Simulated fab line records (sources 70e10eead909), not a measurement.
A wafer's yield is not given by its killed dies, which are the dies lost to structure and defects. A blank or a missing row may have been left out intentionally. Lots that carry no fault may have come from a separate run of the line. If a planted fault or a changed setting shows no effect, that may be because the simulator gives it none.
fab line records	flow nand_harc
record: lots: 7	wafers: 21	last_day: 25
route steps=1159 shown A_STAIRCASE@573 END@1159
lots with no fault: from the same line, run without faults
start_h: hours from the record's first day to the start of the lot's first wafer shown	wait_h: hours from the lot's prior step to this one	" unchanged from the row above	L1.1+2: one row covering several wafers at once	- no value present, or no start provided	* or withheld: withheld	< > ~ a bound
route shown NAME@n: NAME is a module with steps in the file, n the number in the route of the first one	usual: the fault-free wafers' mean and standard deviation	same: alike in all rows	chamber/n: place in a boat	sites: each site's reading	_std_site: their standard deviation	_edge_site: the outer-site mean with the inner-site mean subtracted	radius_mm: how far each site lies from the wafer's centre	mask NAME#n: copy n	behind: tool/chamber where the wafer was last shaped	hold: why the lot went on hold/how many hours it stayed there/how the hold came to an end	device: transistor that didn't switch, given as n, p or np	end of line: the route-end tests of the same wafers	step lacking rows: just its recipe	killed: dies that structure and defects cost at the first sort, which is not the same as the wafer's yield	map: a wafer's dies, x killed, . not, _ none there
set.NAME: setting as actually run; set.NAME@STEP: the setting as run at that earlier step	model.NAME: the simulator's own value behind a step, which no gauge read
lots seen at some steps along the route; tables by step, rows by wafer
services: when a tool's chamber went out of use (start_h, in hours from the record's first day, below 0 if earlier), for how many hours, and the reason
== steps ==
step: NHARC_A_STAIRCASE_SOFTBAKE_179
recipe: temp_c: 135	time_s: 170
step: NHARC_A_STAIRCASE_EBR_180
step: NHARC_A_STAIRCASE_EXPOSE_181
recipe: na: 0.5	dose_mj: 27.87	mask_id: STAIR_2
step: NHARC_A_STAIRCASE_PEB_182
recipe: peb_temp_c: 115	peb_time_s: 130
step: NHARC_A_STAIRCASE_DEVELOP_183
recipe: time_s: 140
step: NHARC_A_STAIRCASE_HARDBAKE_185
recipe: temp_c: 120	time_s: 140
step: NHARC_A_STAIRCASE_DESCUM_186
recipe: time_s: 3	o2_flow_sccm: 200	ar_flow_sccm: 0	bias_power_w: 0	chemistry: O2
step: NHARC_A_STAIRCASE_TRIM_187
recipe: time_s: 211.2	o2_flow_sccm: 500	ar_flow_sccm: 0	bias_w: 0	chemistry: O2
usual: drypump_motor_current_A: 5.74/0.24	o2_flow_sccm: 500.0/1.5	oes_product_au: 0.999/0.0089	rf_vpp_V: 57.8/0.87	run_length_s: 232.3/0.57	showerhead_plenum_p_Torr: 3.46/0.17	throttle_valve_pct: 17.036/0.0099
lot.wafer	tool	chamber	start_h	wait_h	drypump_motor_current_A	o2_flow_sccm	oes_product_au	rf_hours_counter_h	rf_vpp_V	run_length_s	showerhead_plenum_p_Torr	throttle_valve_pct
L466.1	rie_diel-05	3	282.25	0.1	5.82	500.0	0.998	44	57.7	233.0	3.78	17.035
L466.3	"	0	"	"	5.74	504.3	0.999	44	57.3	232.8	3.33	17.042
L466.5	"	2	"	"	5.37	498.4	0.994	-	57.5	232.6	3.50	17.029
L471.4	rie_diel-06	2	311.55	0.1	5.73	500.3	1.003	23	57.6	231.9	3.33	17.021
L471.1	"	3	"	"	5.78	500.0	1.008	22	60.0	232.6	3.64	17.027
L471.6	"	2	"	"	5.69	501.7	0.990	-	58.6	231.9	3.33	17.035
L472.3	rie_diel-06	2	316.88	0.1	5.72	498.9	0.997	25	57.1	231.9	3.33	17.031
L472.1	"	0	"	"	5.61	498.8	1.001	24	57.8	232.0	3.30	17.034
L472.6	"	3	"	"	5.78	500.3	1.010	-	60.1	232.5	3.64	17.043
L470.4	rie_diel-06	3	323.91	0.1	5.76	499.5	1.000	27	57.6	232.6	3.63	17.024
L470.6	"	0	"	"	5.61	500.4	0.998	-	56.6	231.6	3.30	17.040
L470.5	"	1	"	"	6.25	500.2	1.002	-	59.2	231.7	3.33	17.022
L474.2	rie_diel-06	0	331.06	0.1	5.59	501.6	1.002	31	56.1	231.8	3.29	17.033
L474.4	"	1	"	"	6.20	501.0	1.008	32	57.2	231.3	3.33	17.012
L474.1	"	2	"	"	5.70	500.6	0.978	32	56.5	231.9	3.33	17.045
L480.4	rie_diel-05	3	379.32	0.1	5.77	499.5	1.002	9	58.6	233.2	3.76	17.046
L480.2	"	1	"	"	5.75	498.1	0.987	11	57.9	232.3	3.34	17.051
L480.6	"	3	"	"	5.78	500.8	1.009	-	57.9	233.1	3.76	17.044
L481.1	rie_diel-06	0	383.77	0.1	5.60	501.1	1.000	48	56.7	232.4	3.28	17.017
L481.3	"	2	"	"	5.73	501.0	0.988	51	57.9	232.2	3.32	17.029
L481.6	"	1	"	"	6.17	498.6	1.001	-	58.2	231.7	3.32	17.031
step: NHARC_A_STAIRCASE_ETCH_188
recipe: target_depth_a: 1000	time_s: 40.5	ion_energy_ev: 400	c4f8_flow_sccm: 20	o2_flow_sccm: 10	ar_flow_sccm: withheld	rf_w: 600	bias_w: 1000	chemistry: C4F8/O2
usual: oes_product_au: 0.943/0.013	rf_vpp_V: 893/6.1
lot.wafer	tool	chamber	start_h	wait_h	oes_product_au	rf_hours_counter_h	rf_vpp_V
L466.1	rie_diel-05	3	-	-	0.955	44	906
L466.3	"	0	"	"	0.952	44	889
L466.5	"	3	"	"	0.952	-	904
L471.1	rie_diel-06	1	-	-	0.946	23	889
L471.4	"	0	"	"	0.945	22	888
L471.6	"	1	"	"	0.952	-	888
L472.3	rie_diel-06	0	-	-	0.938	24	886
L472.1	"	1	"	"	0.943	25	889
L472.6	"	2	"	"	0.920	-	889
L470.4	rie_diel-06	2	-	-	0.932	28	889
L470.5	"	0	"	"	0.938	-	887
L470.6	"	1	"	"	0.945	-	888
L474.4	rie_diel-06	3	-	-	0.964	31	900
L474.1	"	0	"	"	0.954	31	887
L474.2	"	1	"	"	0.956	32	888
L480.2	rie_diel-05	1	-	-	0.960	11	889
L480.4	"	2	"	"	0.933	9	894
L480.6	"	2	"	"	0.942	-	894
L481.3	rie_diel-06	0	-	-	0.951	48	888
L481.1	"	3	"	"	0.964	49	900
L481.6	"	0	"	"	0.949	-	887
step: NHARC_A_STAIRCASE_TRIM_189
recipe: time_s: 211.2	o2_flow_sccm: 500	ar_flow_sccm: 0	bias_w: 0	chemistry: O2
usual: drypump_motor_current_A: 5.73/0.22	o2_flow_sccm: 500.1/1.4	oes_product_au: 1.000/0.0097	rf_vpp_V: 57.6/0.89	run_length_s: 232.3/0.51	showerhead_plenum_p_Torr: 3.46/0.17	throttle_valve_pct: 17.036/0.0096
lot.wafer	tool	chamber	start_h	wait_h	drypump_motor_current_A	o2_flow_sccm	oes_product_au	rf_hours_counter_h	rf_vpp_V	run_length_s	showerhead_plenum_p_Torr	throttle_valve_pct
L466.1	rie_diel-05	2	-	-	5.35	499.4	1.010	40	59.2	232.5	3.50	17.041
L466.3	"	0	"	"	5.71	496.2	1.009	44	56.3	232.4	3.33	17.027
L466.5	"	2	"	"	5.35	499.3	1.004	-	56.4	233.0	3.50	17.035
L471.4	rie_diel-06	1	-	-	6.20	500.6	1.002	23	57.5	231.5	3.33	17.056
L471.1	"	3	"	"	5.76	498.1	0.997	22	59.3	232.9	3.64	17.021
L471.6	"	0	"	"	5.61	503.7	0.993	-	57.5	231.7	3.30	17.035
L472.1	rie_diel-06	3	-	-	5.76	502.5	0.996	24	58.6	232.5	3.64	17.029
L472.3	"	2	"	"	5.69	499.3	0.985	25	57.2	232.1	3.33	17.045
L472.6	"	0	"	"	5.59	499.1	1.016	-	55.4	232.1	3.30	17.052
L470.4	rie_diel-06	1	-	-	6.24	499.4	1.001	29	57.3	231.7	3.33	17.061
L470.6	"	1	"	"	6.17	500.0	0.999	-	56.9	231.6	3.33	17.033
L470.5	"	2	"	"	5.70	500.0	0.987	-	59.4	232.0	3.33	17.028
L474.4	rie_diel-06	3	-	-	5.75	499.8	1.000	31	58.5	232.5	3.63	17.053
L474.1	"	0	"	"	5.61	499.8	1.000	31	58.1	232.1	3.29	17.049
L474.2	"	1	"	"	6.20	501.4	1.004	32	57.0	232.0	3.33	17.040
L480.2	rie_diel-05	2	-	-	5.36	499.6	0.982	9	57.1	233.3	3.48	17.029
L480.4	"	0	"	"	5.72	501.4	1.014	11	57.2	232.7	3.31	17.032
L480.6	"	2	"	"	5.36	500.0	0.985	-	57.8	232.5	3.48	17.027
L481.3	rie_diel-06	0	-	-	5.59	501.5	1.009	48	57.0	232.1	3.28	17.044
L481.1	"	2	"	"	5.70	501.0	0.981	52	56.4	231.9	3.32	17.044
L481.6	"	0	"	"	5.59	501.4	1.006	-	57.4	231.8	3.28	17.017
step: NHARC_A_STAIRCASE_ETCH_190
recipe: target_depth_a: 1000	time_s: 40.5	ion_energy_ev: 400	c4f8_flow_sccm: 20	o2_flow_sccm: 10	ar_flow_sccm: withheld	rf_w: 600	bias_w: 1000	chemistry: C4F8/O2
usual: oes_product_au: 0.941/0.012	rf_vpp_V: 893/6.3
lot.wafer	tool	chamber	start_h	wait_h	oes_product_au	rf_hours_counter_h	rf_vpp_V
L466.3	rie_diel-05	2	-	-	0.933	40	895
L466.1	"	0	"	"	0.954	44	889
L466.5	"	1	"	"	0.941	-	889
L471.4	rie_diel-06	3	-	-	0.939	22	900
L471.1	"	1	"	"	0.937	23	888
L471.6	"	2	"	"	0.938	-	889
L472.1	rie_diel-06	0	-	-	0.937	25	886
L472.3	"	3	"	"	0.945	24	900
L472.6	"	1	"	"	0.950	-	888
L470.4	rie_diel-06	0	-	-	0.941	27	887
L470.5	"	1	"	"	0.945	-	888
L470.6	"	2	"	"	0.933	-	888
L474.1	rie_diel-06	1	-	-	0.953	32	888
L474.4	"	3	"	"	0.956	31	901
L474.2	"	0	"	"	0.949	31	887
L480.2	rie_diel-05	0	-	-	0.960	11	887
L480.4	"	1	"	"	0.951	11	890
L480.6	"	3	"	"	0.949	-	905
L481.3	rie_diel-06	1	-	-	0.949	51	890
L481.1	"	0	"	"	0.946	48	889
L481.6	"	2	"	"	0.934	-	888
step: NHARC_A_STAIRCASE_TRIM_191
recipe: time_s: 211.2	o2_flow_sccm: 500	ar_flow_sccm: 0	bias_w: 0	chemistry: O2
usual: drypump_motor_current_A: 5.75/0.23	o2_flow_sccm: 500.0/1.5	oes_product_au: 0.999/0.0094	rf_vpp_V: 57.7/0.95	run_length_s: 232.3/0.54	showerhead_plenum_p_Torr: 3.46/0.17	throttle_valve_pct: 17.036/0.009
lot.wafer	tool	chamber	start_h	wait_h	drypump_motor_current_A	o2_flow_sccm	oes_product_au	rf_hours_counter_h	rf_vpp_V	run_length_s	showerhead_plenum_p_Torr	throttle_valve_pct
L466.1	rie_diel-05	0	282.69	-	5.73	499.4	0.998	44	57.1	232.7	3.33	17.049
L466.3	"	1	"	"	5.73	500.8	0.984	46	59.2	231.7	3.36	17.037
L466.5	"	1	"	"	5.74	501.5	0.982	-	59.3	231.7	3.36	17.038
L471.4	rie_diel-06	0	312.02	-	5.61	499.4	0.993	22	58.4	231.8	3.30	17.032
L471.1	"	1	"	"	6.26	499.3	1.006	23	56.6	231.6	3.33	17.039
L471.6	"	0	"	"	5.60	501.1	0.986	-	58.0	231.8	3.30	17.031
L472.3	rie_diel-06	1	317.38	-	6.21	500.3	0.998	26	57.9	231.4	3.33	17.048
L472.1	"	3	"	"	5.76	499.8	0.997	24	56.7	232.3	3.64	17.035
L472.6	"	1	"	"	6.24	500.9	1.000	-	57.5	300.9	3.33	17.048
L470.4	rie_diel-06	3	324.40	-	5.78	500.0	1.004	27	59.1	301.9	3.63	17.043
L470.6	"	2	"	"	5.72	498.7	0.993	-	56.7	301.6	3.33	17.042
L470.5	"	3	"	"	5.77	501.2	0.997	-	57.4	232.5	3.64	17.031
L474.1	rie_diel-06	1	331.50	-	6.20	498.1	1.017	32	57.7	231.6	3.33	17.044
L474.2	"	2	"	"	5.69	499.9	0.994	32	56.5	232.0	3.33	17.035
L474.4	"	0	"	"	5.57	498.6	1.006	31	57.2	300.9	3.29	17.039
L480.4	rie_diel-05	3	379.77	-	5.80	499.2	0.996	9	57.3	233.1	3.76	17.034
L480.2	"	0	"	"	5.72	500.8	1.013	11	58.5	232.4	3.31	17.026
L480.6	"	3	"	"	5.80	499.2	1.015	-	58.3	232.9	3.76	17.014
L481.1	rie_diel-06	3	384.24	-	5.77	502.4	1.003	49	58.0	233.0	3.62	17.033
L481.3	"	0	"	"	5.57	498.3	1.000	48	55.9	231.9	3.28	17.028
L481.6	"	0	"	"	5.58	498.3	1.001	-	56.1	231.8	3.28	17.039
step: NHARC_A_STAIRCASE_ETCH_192
recipe: target_depth_a: 1000	time_s: 40.5	ion_energy_ev: 400	c4f8_flow_sccm: 20	o2_flow_sccm: 10	ar_flow_sccm: withheld	rf_w: 600	bias_w: 1000	chemistry: C4F8/O2
usual: oes_product_au: 0.940/0.011	rf_vpp_V: 894/6.2
lot.wafer	tool	chamber	start_h	wait_h	oes_product_au	rf_hours_counter_h	rf_vpp_V
L466.1	rie_diel-05	1	-	-	0.940	46	889
L466.3	"	3	"	"	0.949	44	904
L466.5	"	0	"	"	0.943	-	888
L471.1	rie_diel-06	2	-	-	0.952	23	889
L471.4	"	3	"	"	0.952	22	901
L471.6	"	0	"	"	0.933	-	887
L472.1	rie_diel-06	3	-	-	0.945	24	899
L472.3	"	0	"	"	0.943	25	887
L472.6	"	2	"	"	0.928	-	889
L470.4	rie_diel-06	3	-	-	0.949	27	900
L470.6	"	2	"	"	0.933	-	888
L470.5	"	3	"	"	0.951	-	900
L474.2	rie_diel-06	2	-	-	0.930	32	890
L474.1	"	3	"	"	0.948	31	899
L474.4	"	0	"	"	0.954	31	887
L480.2	rie_diel-05	3	-	-	0.954	9	906
L480.4	"	0	"	"	0.933	11	888
L480.6	"	2	"	"	0.919	-	895
L481.1	rie_diel-06	1	-	-	0.950	51	889
L481.3	"	2	"	"	0.938	52	889
L481.6	"	2	"	"	0.949	-	889
step: NHARC_END_SORT_01
recipe: temp_c: 25
usual: killed_at_array: 28/11	killed_at_other: 0.7/1.1	killed_at_periphery: 2.9/2	killed_dies: 32/11	killed_open: 3.2/1.8	killed_short: 2.0/1.4
same: gross_dies: 677
lot.wafer	tool	chamber	start_h	wait_h	killed_at_array	killed_at_other	killed_at_periphery	killed_dies	killed_open	killed_short
L472.6	prober-01	0	512.05	4.0	104	0	4	108	5	2
L474.4	prober-01	0	519.47	3.4	72	0	2	74	3	2
L470.4	prober-02	0	520.14	3.4	90	0	6	96	2	0
L470.6	prober-02	0	521.74	4.0	112	0	3	115	4	3
killed by level:class
L472.6 A_STAIRCASE:area_trim=70 A_SLIT:chamber_film_flake=13 A_CHANNEL_HOLE_D1:chamber_film_flake=6 A_CONTACT:chamber_film_flake=6 A_STAIRCASE:chamber_film_flake=3 P_M0:geometric_particle:open=1 P_M1:geometric_particle:short=1 A_ONON_D1:geometric_particle:open=1
L474.4 A_STAIRCASE:area_trim=30 A_CHANNEL_HOLE_D1:chamber_film_flake=20 A_SLIT:chamber_film_flake=13 A_CONTACT:chamber_film_flake=5 A_ONON_D1:geometric_particle:open=2 P_GATE:geometric_particle:short=1 P_GATE:geometric_particle:open=1 A_WL_FILL:geometric_particle:short=1
L470.4 A_STAIRCASE:area_trim=66 A_SLIT:chamber_film_flake=10 A_CHANNEL_HOLE_D1:chamber_film_flake=4 A_CONTACT:chamber_film_flake=4 P_GATE:chamber_film_flake=3 A_ZERO_WELL:chamber_film_flake=2 A_CONTACT:geometric_particle:open=1 A_M0:geometric_particle:open=1
L470.6 A_STAIRCASE:area_trim=84 A_SLIT:chamber_film_flake=13 A_CONTACT:chamber_film_flake=4 A_CHANNEL_HOLE_D1:chamber_film_flake=3 A_CHANNEL_FILL_D1:geometric_particle:open=2 A_WL_FILL:geometric_particle:short=2 A_CONTACT:geometric_particle:open=2 P_M0:chamber_film_flake=2
map L470.6 (x killed, . not)
____________x____________
_________xxx...x_________
_______x....x....._______
______xxx..xx...x..______
_____x.xxx....xx..x._____
____x...x......x...x.____
____xxxxx............____
___xxx.x..x..x.....x..___
___x.x.............x.x___
__xxx..............xx..__
__xx...x...............__
_xx....................x_
_x.x..............x....._
_x.xx..................._
_xx....................._
_x..x................x.._
xxx.x.x.............x....
xx.......................
xxx...x..................
x........................
x....x...................
_x......................_
_xxx..x................._
_..x................x..._
_xxx.............x......_
_xx...x................._
__x.x..................__
__x....................__
___.x...........x.x...___
___xxx......x.........___
____.x..........xx.xx____
____.x............x.x____
_____x..........x.xx_____
______.........x...______
_______..........._______
_________....x.._________
____________.____________
map L472.6 (x killed, . not)
____________.____________
_________......._________
_______..........._______
______.............______
_____..............._____
____.................____
____...............x.____
___................xx.___
___...............x...___
__..............x......__
__.............x.......__
_.......xx..xx.....x.x.._
_.........x............._
_x...........x..xx......_
_.....x......xxx.x......_
_.......x.xx....xx.x.x.x_
...........x.x.xxxxx.....
.........x.xx..x.........
......x....x...x....x....
........xxxx.x...x.......
..........xx..x..........
_.......x..x.xx..x......_
_...x...xx.x.x.....x...._
_........x....x.x....x.._
_........xx.x.....x....._
_..........x...x........_
__......x..x....xx.x...__
__........x.......x....__
___.........x......x..___
___.......x.....xx..x.___
____........x..x.xx.x____
____..x...x.....xxxxx____
_____....x.........._____
______.......xx.xxx______
_______x.........._______
_________.x....._________
____________.____________
== services ==
tool	chamber	start_h	hours	kind
rie_diel-05	0	270.88	-	clean
rie_diel-05	1	270.88	-	clean
rie_diel-05	2	270.88	-	clean
rie_diel-06	0	276.44	-	clean
rie_diel-06	1	276.44	-	clean
rie_diel-06	2	276.44	-	clean
rie_diel-06	3	276.44	-	clean
rie_diel-06	0	298.58	3.3	repair
rie_diel-06	1	300.94	-	clean
rie_diel-06	2	300.94	-	clean
rie_diel-06	3	300.94	-	clean
rie_diel-06	0	325.45	-	clean
rie_diel-06	1	325.45	-	clean
rie_diel-06	2	325.45	-	clean
rie_diel-06	3	325.45	-	clean
rie_diel-05	-	340.60	9.0	pm
rie_diel-06	0	349.97	-	clean
rie_diel-06	1	349.97	-	clean
rie_diel-06	2	349.97	-	clean
rie_diel-06	3	349.97	-	clean
rie_diel-06	0	374.52	-	clean
rie_diel-06	1	374.52	-	clean
rie_diel-06	2	374.52	-	clean
rie_diel-06	3	374.52	-	clean
== key ==
first_sign: step: NHARC_A_STAIRCASE_TRIM_191	reading: run_length_s	direction: up	sigmas: 99+	usual: *	struck: *
effect: step: NHARC_END_SORT_01	reading: killed_at_array	direction: up	sigmas: 6	usual: 28	struck: 94
more_kills_born_at: NHARC_A_STAIRCASE_TRIM_191@rie_diel-06: 250
met_at NHARC_A_STAIRCASE_TRIM_191
struck_wafers L470.4,L470.6,L472.6,L474.4
tester_left_out L470,L472,L474
onset_between 312.02 317.38
fault: kind: process_parameter_drift	tool: rie_diel-06	chamber: -	onset_h: 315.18	steps: NHARC_A_STAIRCASE_TRIM_191	channel: time_s	offset: *	shape: step	end_h: 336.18	scope: struck_wafers_only	acts_in: *	stated: *
tester_left_out: of these lots the tester's yield and bins aren't shown, on N5 and GAA mostly nor the transistor test; their killed dies are dies lost to structure and defects alone, not to doping, threshold or leakage, so they don't give the yield
